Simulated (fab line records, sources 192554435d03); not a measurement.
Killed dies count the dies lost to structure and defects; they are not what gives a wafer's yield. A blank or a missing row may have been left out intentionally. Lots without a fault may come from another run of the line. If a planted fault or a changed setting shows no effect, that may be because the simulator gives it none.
Matching of chambers + flow n5 finfet + N5_BEOL_M6_ALD_77 on ald metal-03: 4 sister chambers
The step deposits TaN, target thk 2 nm, pulse time 2 s, purge time 3 s. 4 wafers are shown with their chamber, then 7 later ones without.

WAFERS PAIRED WITH THEIR CHAMBERS
| wafer  | chamber | heater power w (W) |
|--------|---------|--------------------|
| L081.5 | 3       | 419                |
| L080.3 | 1       | 371                |
| L084.1 | 2       | 453                |
| L084.3 | 0       | 476                |

WAFERS WITH NO CHAMBER GIVEN
| wafer  | heater power w (W) |
|--------|--------------------|
| L084.6 | 422                |
| L086.3 | 421                |
| L086.4 | 480                |
| L086.5 | 483                |
| L093.2 | 491                |
| L093.4 | 451                |
| L093.5 | 421                |

CHAMBER TAKEN BY EACH
| wafer  | from the rows above | in truth |
|--------|---------------------|----------|
| L084.6 | 3                   | 3        |
| L086.3 | 3                   | 3        |
| L086.4 | 0                   | 0        |
| L086.5 | 0                   | 0        |
| L093.2 | 0                   | 0        |
| L093.4 | 2                   | 2        |
| L093.5 | 3                   | 3        |
7 of 7 placed correctly. From these rows, 0 cannot be placed. Placed wrongly: 0.
How it was worked out, from the rows above alone: a wafer's distance from a chamber is the root of the sum, over the readings, of the square of ((its reading less the chamber's mean) divided by the reading's scatter). If the next closest chamber is less than 2 further off than the closest, the wafer can't be placed; otherwise it belongs to the closest. A chamber's mean is the mean of its shown wafers. The scatter: with one shown wafer a chamber, the root of the mean of the squares of how far each hidden wafer lies from its nearest shown one.
